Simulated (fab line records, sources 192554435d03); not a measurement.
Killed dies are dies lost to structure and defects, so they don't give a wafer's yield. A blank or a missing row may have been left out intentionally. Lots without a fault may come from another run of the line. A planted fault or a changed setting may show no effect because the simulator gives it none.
A struck lot beside a sound one || flow n5Finfet || 15 steps out of a route of 1938
Sound: these wafers, L854.1, L854.3, L854.4. Struck: wafer L871.6 (left out: L871.1, L871.2 of the same lot, which were not struck); the cause appears at the end.
Each step with rows lists, per side, the tool, then ch with its chambers, then its first start. Under that, the readings that differ: sound wafers || struck wafers || difference of the means || sigmas: that difference in standard deviations of wafers without a fault.
alike: readings with means less than 2 such deviations apart, plus words and numbers identical on both sides. not compared: withheld readings, readings lacking a value on some wafer, bounds such as >300 that could conceal the same value, and numbers that have no deviation in the record and whose values overlap.
The two part at a step that has a row with sigmas, a row that says differs or no value, or rows on one side only. Numbers that have no deviation but don't overlap get no sigmas and don't part them. A reading missing from all wafers of one side parts the sides only when that side holds two or more wafers.

N5_GATE_CUT_OVL_MEAS_14:
  sound on overlay-02 ch 0, day 4 21:10; struck on overlay-01 ch 0, day 9 15:01
{"reading": "GATE_CUT_OVL (nm)", "sound": "0.8 0.6 1.3", "struck": -0.7, "difference": -1.6, "sigmas": -2}
N5_GATE_CUT_INSPECT_15: inspects for defects (brightfield).
  sound on defectInspect-01, day 4 21:14; struck on defectInspect-02, day 9 15:05
  alike: rawDefectCount
then, 1 step without rows for these wafers: N5_GATE_CUT_DESCUM_18 (chemistry O2, time 7 s).
N5_GATE_CUT_ETCH_28: etches underlayer in N2/H2, target depth 13 nm, time 10.4 s.
  sound on rieDiel-01 ch 0,2,3, day 4 21:18; struck on rieDiel-01 ch 2, day 9 15:09
  alike: drypumpMotorCurrentA, etchRfOnTimeS, oesProductAu, rfVppV, showerheadPlenumPTorr, throttleValvePct
  not compared: rfHoursCounterH
N5_GATE_CUT_ETCH_36: etches SiARC in CF4, target depth 13 nm, time 21.7 s.
  sound on rieDiel-01 ch 0,2,3, day 4 21:19; struck on rieDiel-01 ch 2, day 9 15:10
{"reading": "mfcArSccm (sccm)", "sound": "100.23 99.44 100.24", "struck": 99.38, "difference": -0.59, "sigmas": -2}
  alike: drypumpMotorCurrentA, etchRfOnTimeS, oesProductAu, rfVppV, showerheadPlenumPTorr, throttleValvePct
  not compared: rfHoursCounterH
then, 3 steps without rows for these wafers: N5_GATE_CUT_ETCH_37 (etches SOC in N2/H2, target depth 60 nm, overetch 12 nm, time 90 s); N5_GATE_CUT_STRIP_38 (strips in N2/H2); N5_GATE_CUT_STRIP_39 (strips in N2/H2).
N5_GATE_CUT_HM_OPEN_40: chemistry C4F6/O2, target SiO2, target depth 139 nm, time 85.1 s.
  sound on rieDiel-01 ch 0,2,3, day 4 21:26; struck on rieDiel-01 ch 2, day 9 15:17
  alike: C4F6_flow_sccm, drypumpMotorCurrentA, etchRfOnTimeS, mfcArSccm, oes_o_777_au, oesProductAu, rfVppV, showerheadPlenumPTorr, throttleValvePct
  not compared: rfHoursCounterH
then, 2 steps without rows for these wafers: N5_GATE_CUT_STRIP_41 (strips in CF4); N5_GATE_CUT_STRIP_42 (strips in O2).
N5_GATE_CUT_ETCH_19: etches SiNx in CH3F/O2, target depth 53.7 nm, time 76.7 s.
  sound on rieDiel-01 ch 0,2,3, day 4 21:33; struck on rieDiel-01 ch 2, day 9 15:24
  alike: drypumpMotorCurrentA, etchRfOnTimeS, mfcArSccm, oes_o_777_au, oesProductAu, rfVppV, showerheadPlenumPTorr, throttleValvePct
  not compared: rfHoursCounterH
N5_GATE_CUT_CUT_ETCH_53: etches W in SF6/Cl2, target depth 79.2 nm.
  sound on rieMetal-01 ch 0,1, day 4 21:40; struck on rieMetal-03 ch 1, day 9 15:30
{"reading": "drypumpMotorCurrentA (A)", "sound": "5.5 5.5 5.7", "struck": 6.4, "difference": "+0.8", "sigmas": "+2"}
{"reading": "etchRfOnTimeS (s)", "sound": "26.8 26.5 25.0", "struck": 34.3, "difference": "+8.2", "sigmas": "+10"}
{"reading": "oesProductAu (a.u.)", "sound": "0.74 0.74 0.63", "struck": 0.55, "difference": -0.15, "sigmas": -2}
{"reading": "throttleValvePct (%)", "sound": "28.8 28.8 29.1", "struck": 27.9, "difference": -1.0, "sigmas": -2}
  not compared: rfHoursCounterH
N5_GATE_CUT_CUT_ETCH_54: etches TiN in Cl2/BCl3, target depth 96.7 nm.
  sound on rieMetal-01 ch 0,1, day 4 21:43; struck on rieMetal-03 ch 1, day 9 15:34
{"reading": "drypumpMotorCurrentA (A)", "sound": "5.5 5.5 5.7", "struck": 6.4, "difference": "+0.8", "sigmas": "+2"}
  alike: etchRfOnTimeS, mfcArSccm, oesProductAu, throttleValvePct
  not compared: rfHoursCounterH
-- record jumps: 8 days separate the struck wafers' starts on either side; left off in module GATE_CUT, taken up again in module PASSIVATION, whose first shown step is the route's number 1936 --
N5_PASSIVATION_PROBE_49:
  sound on prober-02, day 13 11:26; struck on prober-01, day 18 00:23
  alike: killed_at_M0_to_M3, killed_at_M4_up, killedAtContacts, killedAtFrontEnd, killedAtOther, killedDies, killedOpen, killedShort

WHERE THEY PART
At N5_GATE_CUT_OVL_MEAS_14 first; at N5_GATE_CUT_CUT_ETCH_54 last (within this record only). Later steps at which nothing parts them and some readings are alike: N5_PASSIVATION_PROBE_49.

WHY: whatever the simulator had introduced
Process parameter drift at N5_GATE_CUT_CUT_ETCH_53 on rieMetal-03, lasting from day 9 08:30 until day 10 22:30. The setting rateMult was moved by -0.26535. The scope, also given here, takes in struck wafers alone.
